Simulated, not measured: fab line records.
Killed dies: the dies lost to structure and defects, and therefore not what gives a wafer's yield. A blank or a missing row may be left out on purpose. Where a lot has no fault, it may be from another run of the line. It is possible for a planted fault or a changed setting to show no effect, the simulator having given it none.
fab line records | flow n5Finfet
[record] lots = 6 | wafers = 18 | lastDay = 19
route steps=1938 shown BEOL_M10@1487
lots that met no fault: from a run of the same line without faults
startH: hours from the record's first day to the start of the lot's first wafer shown | waitH: hours since the lot's step before | " unchanged from the row above | L1.1+2: one row covering several wafers at once | - value missing, or start not given | * or withheld: withheld | < > ~ a bound
route shown NAME@n: a module of which the file shows steps, and the number in the route of the first | usual: the fault-free wafers' mean and standard deviation | same: alike in all rows | chamber/n: place in a boat | sites: readings site by site | _std_site: how widely they spread, as a standard deviation | _edge_site: outer sites' mean less inner sites' | radiusMm: for every site, how far away it sits from the centre of the wafer | mask NAME#n: copy n | behind: the tool/chamber that last shaped the wafer | hold: cause of the lot's hold/its duration in hours/its outcome | device: which transistor (n, p or np) failed to switch | end of line: at the end of the route, the tests of the same wafers | a step without rows: its recipe alone | killed: count of dies lost to structure and defects at first sort (not the wafer's yield) | map: shows each die of a wafer: x if killed, . if not, _ if none is there
set.NAME: the setting as run; set.NAME@STEP: as run at that earlier step | model.NAME: the simulator's own value behind a step, which no gauge read
lots at some steps of the route; a table a step, a row a wafer
services: from which hour (startH, from the record's first day; less than 0 if before it) a tool's chamber was out of use, for how many hours, and why
[[steps]]
[step N5_BEOL_M10_ETCH_61]
[recipe] chemistry = CF4 | target = SiARC | targetDepthA = 390 | maskMaterial = CAR-ArF | timeS = 65 | ionEnergyEv = 80 | pressureMtorr = 40 | sourceW = 545 | biasW = 36 | Ar_flow_sccm = 100 | cf4FlowSccm = 100 | ends = cleared
[usual] drypumpMotorCurrentA = 5.49/0.29 | etchRfOnTimeS = 64.4/1.8 | oesProductAu = 0.70/0.08 | rfVppV = 184.2/1.2 | showerheadPlenumPTorr = 2.15/0.074 | throttleValvePct = 15.46/0.24
lot.wafer | tool       | chamber | startH | waitH | drypumpMotorCurrentA | etchRfOnTimeS | oesProductAu | rfHoursCounterH | rfVppV | showerheadPlenumPTorr | throttleValvePct
L266.3    | rieDiel-03 | 3       | 221.47 | 0.0   | 5.45                 | 63.3          | 0.72         | 67              | 184.0  | 2.16                  | 15.52
L266.4    | "          | 2       | "      | "     | 4.94                 | 62.2          | 0.78         | -               | 186.5  | 2.28                  | 15.58
L266.5    | "          | 0       | "      | "     | 5.84                 | 65.5          | 0.75         | -               | 183.8  | 2.17                  | 14.99
L270.1    | rieDiel-04 | 1       | 255.04 | 0.0   | 5.92                 | 64.8          | 0.60         | 226             | 181.0  | 2.04                  | 15.70
L270.2    | "          | 0       | "      | "     | 5.52                 | 66.5          | 0.59         | 245             | 183.1  | 2.11                  | 15.63
L270.5    | "          | 1       | "      | "     | 5.91                 | 64.7          | 0.60         | -               | 181.5  | 2.04                  | 15.70
L268.1    | rieDiel-04 | 2       | 255.65 | 0.0   | 5.38                 | 63.0          | 0.79         | 25              | 182.6  | 2.10                  | 15.18
L268.2    | "          | 0       | "      | "     | 5.51                 | 66.6          | 0.59         | 245             | 182.5  | 2.11                  | 15.62
L268.6    | "          | 2       | "      | "     | 5.40                 | 62.4          | 0.80         | -               | 183.2  | 2.10                  | 15.17
L282.3    | rieDiel-03 | 2       | 317.05 | 0.0   | 4.94                 | 61.5          | 0.74         | 65              | 185.0  | 2.27                  | 15.64
L282.5    | "          | 0       | "      | "     | 5.83                 | 64.7          | 0.72         | -               | 184.2  | 2.17                  | 15.05
L282.6    | "          | 3       | "      | "     | 5.43                 | 63.3          | 0.68         | -               | 185.3  | 2.15                  | 15.59
L285.3    | rieDiel-01 | 1       | 386.12 | 0.0   | 5.65                 | 64.9          | 0.75         | 36              | 184.8  | 2.26                  | 15.25
L285.5    | "          | 3       | "      | "     | 5.24                 | 65.2          | 0.67         | -               | 182.2  | 2.06                  | 15.51
L285.6    | "          | 0       | "      | "     | 5.33                 | 64.9          | 0.76         | -               | 184.4  | 2.18                  | 15.21
L288.1    | rieDiel-03 | 3       | 390.79 | 0.0   | 5.42                 | 62.8          | 0.67         | 124             | 184.6  | 2.14                  | 15.61
L288.4    | "          | 1       | "      | "     | 5.87                 | 62.3          | 0.75         | 51              | 184.6  | 2.19                  | 15.59
L288.6    | "          | 2       | "      | "     | 4.93                 | 61.6          | 0.72         | -               | 185.2  | 2.26                  | 15.67
[step N5_BEOL_M10_ETCH_62]
[recipe] chemistry = N2/H2 | target = SOC | targetDepthA = 1100 | overetchA = 220 | maskMaterial = SiARC | tempC = 40 | timeS = 165 | ionEnergyEv = 200 | pressureMtorr = 30 | sourceW = 840 | biasW = 150 | n2FlowSccm = 200 | h2FlowSccm = 200
[usual] drypumpMotorCurrentA = 5.49/0.29 | oesProductAu = 0.69/0.074 | rfVppV = 524.0/2.7 | showerheadPlenumPTorr = 2.55/0.092 | throttleValvePct = 17.69/0.26
lot.wafer | tool       | chamber | startH | waitH | drypumpMotorCurrentA | oesProductAu | rfHoursCounterH | rfVppV | showerheadPlenumPTorr | throttleValvePct
L266.3    | rieDiel-03 | 3       | 221.52 | 0.0   | 5.45                 | 0.70         | 67              | 524.9  | 2.58                  | 17.82
L266.4    | "          | 2       | "      | "     | 4.91                 | 0.75         | -               | 528.2  | 2.70                  | 17.84
L266.5    | "          | 0       | "      | "     | 5.84                 | 0.75         | -               | 525.2  | 2.60                  | 17.35
L270.1    | rieDiel-04 | 1       | 255.09 | 0.0   | 5.92                 | 0.59         | 226             | 520.6  | 2.41                  | 17.80
L270.2    | "          | 0       | "      | "     | 5.51                 | 0.59         | 245             | 522.2  | 2.51                  | 17.97
L270.5    | "          | 1       | "      | "     | 5.91                 | 0.60         | -               | 519.9  | 2.41                  | 17.80
L268.1    | rieDiel-04 | 2       | 255.70 | 0.0   | 5.39                 | 0.78         | 25              | 521.2  | 2.48                  | 17.24
L268.2    | "          | 0       | "      | "     | 5.53                 | 0.60         | 245             | 523.5  | 2.51                  | 17.98
L268.6    | "          | 2       | "      | "     | 5.40                 | 0.77         | -               | 521.9  | 2.48                  | 17.25
L282.3    | rieDiel-03 | 2       | 317.10 | 0.0   | 4.94                 | 0.71         | 65              | 527.4  | 2.69                  | 17.90
L282.5    | "          | 0       | "      | "     | 5.84                 | 0.72         | -               | 525.8  | 2.59                  | 17.37
L282.6    | "          | 3       | "      | "     | 5.43                 | 0.66         | -               | 524.0  | 2.56                  | 17.86
L285.3    | rieDiel-01 | 1       | 386.17 | 0.0   | 5.62                 | 0.75         | 36              | 527.9  | 2.69                  | 17.40
L285.5    | "          | 3       | "      | "     | 5.24                 | 0.67         | -               | 520.6  | 2.44                  | 17.60
L285.6    | "          | 0       | "      | "     | 5.34                 | 0.75         | -               | 525.7  | 2.59                  | 17.56
L288.1    | rieDiel-03 | 3       | 390.84 | 0.0   | 5.43                 | 0.65         | 125             | 523.5  | 2.55                  | 17.91
L288.4    | "          | 1       | "      | "     | 5.83                 | 0.73         | 51              | 524.0  | 2.59                  | 17.83
L288.6    | "          | 2       | "      | "     | 4.95                 | 0.69         | -               | 528.3  | 2.68                  | 17.94
[step N5_BEOL_M10_STRIP_68]
[recipe] chemistry = N2/H2 | tempC = 40 | n2FlowSccm = 200 | h2FlowSccm = 200 | rfFrequencyHz = 6e+07
[step N5_BEOL_M10_STRIP_67]
[recipe] chemistry = CF4 | resist = SiARC | powerW = 300 | biasPowerW = 75 | pressureMtorr = 50 | cf4FlowSccm = 150 | rfFrequencyHz = 6e+07
[usual] drypumpMotorCurrentA = 5.49/0.29 | oesProductAu = 0.82/0.086 | rfVppV = 271.2/1.5 | showerheadPlenumPTorr = 1.80/0.059 | throttleValvePct = 13.43/0.25
lot.wafer | tool       | chamber | startH | waitH | drypumpMotorCurrentA | oesProductAu | rfHoursCounterH | rfVppV | showerheadPlenumPTorr | throttleValvePct
L266.3    | rieDiel-03 | 3       | 221.66 | 0.0   | 5.44                 | 0.82         | 68              | 271.9  | 1.81                  | 13.50
L266.4    | "          | 2       | "      | "     | 4.96                 | 0.89         | -               | 273.1  | 1.90                  | 13.44
L266.5    | "          | 0       | "      | "     | 5.84                 | 0.89         | -               | 272.5  | 1.81                  | 12.94
L270.1    | rieDiel-04 | 1       | 255.24 | 0.0   | 5.92                 | 0.71         | 226             | 270.0  | 1.70                  | 13.70
L270.2    | "          | 0       | "      | "     | 5.54                 | 0.70         | 245             | 270.2  | 1.76                  | 13.64
L270.5    | "          | 1       | "      | "     | 5.91                 | 0.71         | -               | 270.5  | 1.71                  | 13.69
L268.1    | rieDiel-04 | 2       | 255.84 | 0.0   | 5.39                 | 0.91         | 25              | 270.8  | 1.77                  | 13.15
L268.2    | "          | 0       | "      | "     | 5.53                 | 0.70         | 245             | 270.2  | 1.76                  | 13.64
L268.6    | "          | 2       | "      | "     | 5.39                 | 0.91         | -               | 270.2  | 1.77                  | 13.17
L282.3    | rieDiel-03 | 2       | 317.25 | 0.0   | 4.91                 | 0.84         | 65              | 273.5  | 1.89                  | 13.54
L282.5    | "          | 0       | "      | "     | 5.81                 | 0.84         | -               | 270.9  | 1.81                  | 13.01
L282.6    | "          | 3       | "      | "     | 5.43                 | 0.79         | -               | 271.3  | 1.80                  | 13.57
L285.3    | rieDiel-01 | 1       | 386.31 | 0.0   | 5.63                 | 0.88         | 36              | 273.5  | 1.89                  | 13.20
L285.5    | "          | 3       | "      | "     | 5.26                 | 0.78         | -               | 269.8  | 1.73                  | 13.55
L285.6    | "          | 0       | "      | "     | 5.33                 | 0.89         | -               | 273.4  | 1.82                  | 13.19
L288.1    | rieDiel-03 | 3       | 390.99 | 0.0   | 5.42                 | 0.77         | 125             | 272.4  | 1.80                  | 13.63
L288.4    | "          | 1       | "      | "     | 5.82                 | 0.86         | 51              | 271.9  | 1.83                  | 13.48
L288.6    | "          | 2       | "      | "     | 4.93                 | 0.81         | -               | 272.9  | 1.88                  | 13.59
[step N5_BEOL_M10_HM_OPEN_17]
[recipe] chemistry = Cl2/BCl3 | targetDepthA = 200 | overetchA = 60 | target = TiN | maskMaterial = SOC | ionEnergyEv = 150 | pressureMtorr = 10 | icpW = 1000 | biasW = 126 | Cl2_flow_sccm = 53.25 | bcl3FlowSccm = 21.75 | Ar_flow_sccm = 25
[usual] drypumpMotorCurrentA = 5.8/0.58 | mfcCl2Sccm = 53.26/0.17 | oesProductAu = 0.69/0.08 | throttleValvePct = 22.2/0.4
lot.wafer | tool        | chamber | startH | waitH | drypumpMotorCurrentA | mfcCl2Sccm | oesProductAu | rfHoursCounterH | throttleValvePct
L266.3    | rieMetal-03 | 1       | 221.73 | 0.1   | 5.3                  | 53.31      | 0.81         | -               | 22.4
L266.4    | "           | 0       | "      | "     | 6.8                  | 53.15      | 0.76         | -               | 21.5
L266.5    | "           | 0       | "      | "     | 6.7                  | 53.04      | 0.75         | -               | 21.5
L270.1    | rieMetal-02 | 0       | 255.28 | 0.0   | 5.3                  | 53.18      | 0.77         | 11              | 21.8
L270.2    | "           | 1       | "      | "     | 6.7                  | 53.28      | 0.57         | 99              | 22.5
L270.5    | "           | 0       | "      | "     | 5.3                  | 53.45      | 0.77         | -               | 21.8
L268.1    | rieMetal-03 | 1       | 255.88 | 0.0   | 5.3                  | 53.24      | 0.80         | 5               | 22.4
L268.2    | "           | 0       | "      | "     | 6.8                  | 53.01      | 0.74         | 13              | 21.6
L268.6    | "           | 0       | "      | "     | 6.8                  | 53.33      | 0.74         | -               | 21.5
L282.3    | rieMetal-02 | 1       | 317.32 | 0.1   | 6.7                  | 53.00      | 0.57         | -               | 22.5
L282.5    | "           | 1       | "      | "     | 6.7                  | 53.13      | 0.57         | -               | 22.5
L282.6    | "           | 0       | "      | "     | 5.3                  | 53.10      | 0.75         | -               | 21.8
L285.3    | rieMetal-01 | 1       | 386.41 | 0.1   | 5.4                  | 53.50      | 0.69         | -               | 22.3
L285.5    | "           | 1       | "      | "     | 5.4                  | 53.38      | 0.70         | -               | 22.3
L285.6    | "           | 1       | "      | "     | 5.4                  | 53.38      | 0.70         | -               | 22.3
L288.1    | rieMetal-01 | 1       | 391.03 | 0.0   | 5.4                  | 53.18      | 0.68         | 33              | 22.3
L288.4    | "           | 1       | "      | "     | 5.4                  | 53.17      | 0.68         | -               | 22.3
L288.6    | "           | 1       | "      | "     | 5.4                  | 53.26      | 0.68         | -               | 22.3
[step N5_BEOL_M10_STRIP_19]
[recipe] chemistry = O2 | powerW = 400 | tempC = 40 | pressureMtorr = 30 | rfFrequencyHz = 6e+07 | biasPowerW = 0 | overashFraction = 0.2 | o2FlowSccm = 225
[usual] drypumpMotorCurrentA = 5.47/0.28 | oesProductAu = 0.81/0.1 | rfVppV = 3.5/0.66 | showerheadPlenumPTorr = 2.09/0.084 | throttleValvePct = 16.55/0.22
lot.wafer | tool       | chamber | startH | waitH | drypumpMotorCurrentA | oesProductAu | rfHoursCounterH | rfVppV | showerheadPlenumPTorr | throttleValvePct
L266.3    | rieDiel-04 | 3       | 221.90 | 0.1   | 5.23                 | 0.72         | 190             | 2.7    | 2.08                  | 16.65
L266.4    | "          | 2       | "      | "     | 5.40                 | 0.96         | 11              | 4.3    | 2.06                  | 16.18
L266.5    | "          | 1       | "      | "     | 5.90                 | 0.70         | -               | 3.7    | 1.98                  | 16.63
L270.1    | rieDiel-01 | 3       | 255.39 | 0.1   | 5.23                 | 0.84         | 61              | 2.6    | 2.02                  | 16.45
L270.2    | "          | 0       | "      | "     | 5.31                 | 0.69         | 234             | 2.6    | 2.14                  | 16.70
L270.5    | "          | 3       | "      | "     | 5.21                 | 0.84         | -               | 3.2    | 2.02                  | 16.44
L268.1    | rieDiel-01 | 0       | 256.08 | 0.2   | 5.33                 | 0.69         | 234             | 4.0    | 2.15                  | 16.69
L268.2    | "          | 3       | "      | "     | 5.24                 | 0.85         | 61              | 2.9    | 2.02                  | 16.46
L268.6    | "          | 3       | "      | "     | 5.24                 | 0.84         | -               | 3.9    | 2.02                  | 16.46
L282.3    | rieDiel-04 | 3       | 317.40 | 0.1   | 5.22                 | 0.70         | 228             | 3.4    | 2.06                  | 16.73
L282.5    | "          | 2       | "      | "     | 5.41                 | 0.91         | -               | 3.1    | 2.05                  | 16.21
L282.6    | "          | 0       | "      | "     | 5.51                 | 0.99         | -               | 3.5    | 2.06                  | 16.22
L285.3    | rieDiel-04 | 2       | 386.60 | 0.2   | 5.40                 | 0.86         | 60              | 4.4    | 2.04                  | 16.27
L285.5    | "          | 1       | "      | "     | 5.95                 | 0.90         | -               | 3.8    | 2.22                  | 16.31
L285.6    | "          | 2       | "      | "     | 5.40                 | 0.86         | -               | 4.1    | 2.04                  | 16.27
L288.1    | rieDiel-03 | 1       | 391.23 | 0.2   | 5.85                 | 0.85         | 51              | 3.1    | 2.14                  | 16.62
L288.4    | "          | 3       | "      | "     | 5.42                 | 0.78         | 125             | 4.3    | 2.13                  | 16.89
L288.6    | "          | 2       | "      | "     | 4.90                 | 0.82         | -               | 3.0    | 2.22                  | 16.78
[step N5_BEOL_M10_CD_MEAS_18]
[recipe] pitchNm = 140 | targetCdNm = 70
[usual] cdNm = 70.1/0.63
lot.wafer | tool     | chamber | startH | waitH | cdNm
L266.3    | cdSem-03 | -       | 221.97 | 0.1   | 69.9
L266.4    | "        | -       | "      | "     | 70.5
L266.5    | "        | -       | "      | "     | 69.5
L270.1    | cdSem-01 | -       | 255.46 | 0.0   | 69.7
L270.2    | "        | -       | "      | "     | 70.2
L270.5    | "        | -       | "      | "     | 70.1
L268.1    | cdSem-03 | -       | 256.15 | 0.0   | 70.4
L268.2    | "        | -       | "      | "     | 70.3
L268.6    | "        | -       | "      | "     | 70.5
L282.3    | cdSem-01 | -       | 317.47 | 0.1   | 69.3
L282.5    | "        | -       | "      | "     | 68.5
L282.6    | "        | -       | "      | "     | 69.4
L285.3    | cdSem-02 | -       | 386.67 | 0.1   | 70.4
L285.5    | "        | -       | "      | "     | 70.3
L285.6    | "        | -       | "      | "     | 70.4
L288.1    | cdSem-01 | -       | 391.30 | 0.0   | 70.7
L288.4    | "        | -       | "      | "     | 70.4
L288.6    | "        | -       | "      | "     | 69.5
[step N5_BEOL_M10_COAT_63]
[recipe] resist = SOC | tempC = 250 | timeS = 60 | spinRpm = 1500 | resistThkNm = 100
[step N5_BEOL_M10_COAT_64]
[recipe] resist = SiARC | tempC = 220 | timeS = 60 | spinRpm = 1500 | resistThkNm = 30
[step N5_BEOL_M10_COAT_22]
[recipe] resist = CAR-ArF | spinRpm = 1500 | resistThkNm = 90
[step N5_BEOL_M10_EBR_24]
[recipe] solvent = PGMEA | ebrWidthMm = 1.5
[step N5_BEOL_M10_SOFTBAKE_23]
[recipe] tempC = 110 | timeS = 60 | resist = CAR-ArF
[step N5_BEOL_M10_EXPOSE_25]
[recipe] maskId = V9 | na = 1.35 | sourceShape = annular | sigmaInner = 0.5 | sigmaOuter = 0.8 | polarization = unpolarized | doseMj = 85.5
[usual] exposureDoseMJCm2 = 85.46/0.098 | focusOffsetNm = 0.0/0.56 | na = 1.35/0
lot.wafer | tool           | chamber | startH | waitH | mask | exposureDoseMJCm2 | focusOffsetNm | na
L266.3    | arfiScanner-01 | 0       | 223.51 | -     | V9#0 | 85.47             | -0.5          | 1.35
L266.4    | "              | 0       | "      | "     | V9#0 | 85.31             | 0.0           | 1.35
L266.5    | "              | 0       | "      | "     | V9#0 | 85.29             | 0.3           | 1.35
L270.1    | arfiScanner-01 | -       | 255.89 | -     | V9#0 | -                 | -             | -
L270.2    | "              | -       | "      | "     | V9#0 | -                 | -             | -
L270.5    | "              | -       | "      | "     | V9#0 | -                 | -             | -
L268.1    | arfiScanner-03 | -       | 256.88 | -     | V9#0 | -                 | -             | -
L268.2    | "              | -       | "      | "     | V9#0 | -                 | -             | -
L268.6    | "              | -       | "      | "     | V9#0 | -                 | -             | -
L282.3    | arfiScanner-03 | 0       | 317.85 | -     | V9#0 | 85.58             | 1.5           | 1.35
L282.5    | "              | 0       | "      | "     | V9#0 | 85.43             | -0.4          | 1.35
L282.6    | "              | 0       | "      | "     | V9#0 | 85.54             | 0.8           | 1.35
L285.3    | arfiScanner-02 | 0       | 388.77 | -     | V9#0 | 85.49             | -1.8          | 1.35
L285.5    | "              | 0       | "      | "     | V9#0 | 85.65             | -1.0          | 1.35
L285.6    | "              | 0       | "      | "     | V9#0 | 85.41             | -0.3          | 1.35
L288.1    | arfiScanner-02 | 0       | 391.46 | -     | V9#0 | 85.38             | 0.1           | 1.35
L288.4    | "              | 0       | "      | "     | V9#0 | 85.57             | 0.0           | 1.35
L288.6    | "              | 0       | "      | "     | V9#0 | 85.63             | 0.5           | 1.35
[step N5_BEOL_M10_PEB_26]
[recipe] pebTempC = withheld | pebTimeS = 60 | resist = CAR-ArF
[[services]]
tool           | chamber | startH | hours | kind
arfiScanner-01 | -       | 200.44 | 4.8   | pm
arfiScanner-02 | -       | 202.44 | 3.9   | pm
rieMetal-02    | 0       | 213.82 | 4.2   | repair
arfiScanner-03 | -       | 219.60 | 4.9   | pm
rieDiel-04     | 1       | 232.60 | 8.5   | repair
arfiScanner-02 | -       | 233.82 | 1.3   | pm
rieDiel-01     | 3       | 236.72 | 4.0   | repair
arfiScanner-01 | -       | 247.26 | 1.0   | pm
arfiScanner-01 | -       | 253.27 | 0.8   | pm
rieMetal-03    | -       | 256.46 | 0.9   | repair
rieDiel-04     | 2       | 262.52 | 29.1  | repair
arfiScanner-03 | -       | 265.26 | 0.8   | pm
arfiScanner-01 | -       | 280.75 | 3.9   | pm
rieMetal-03    | -       | 282.04 | 1.4   | pm
rieDiel-03     | 0       | 285.15 | 18.7  | repair
arfiScanner-03 | -       | 286.41 | 1.3   | pm
rieMetal-02    | -       | 297.88 | 2.8   | pm
rieMetal-01    | -       | 305.91 | 15.6  | pm
arfiScanner-03 | -       | 311.99 | 1.0   | pm
arfiScanner-02 | -       | 313.83 | 2.7   | repair
arfiScanner-02 | -       | 319.21 | 1.0   | pm
rieMetal-01    | -       | 340.07 | 2.8   | pm
arfiScanner-03 | -       | 343.27 | 3.1   | pm
rieDiel-03     | 2       | 360.21 | 3.0   | repair
[[key]]
[firstSign] step = N5_BEOL_M10_EXPOSE_25 | reading = toolRecord | direction = missing
effect none on later readings
metAt N5_BEOL_M10_EXPOSE_25
struckWafers L268.1,L268.2,L268.6,L270.1,L270.2,L270.5
laterRowsLeftOut L268.1,L268.2,L268.6,L270.1,L270.2,L270.5
sortLeftOut L268.1,L268.2,L268.6,L270.1,L270.2,L270.5
onsetBetween 223.51 255.89
[fault] kind = skippedStepWhole | tool = arfiScanner-01,arfiScanner-03 | chamber = - | onsetH = 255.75 | steps = N5_BEOL_M10_EXPOSE_25 | scope = struckLotsOnly
// sortLeftOut: the simulated sort isn't trusted on such a fault, so these wafers' sort isn't shown, and their yield isn't known
// laterRowsLeftOut: the simulator's readings of these wafers behind a module that went badly wrong aren't trusted and aren't shown, but for the sort
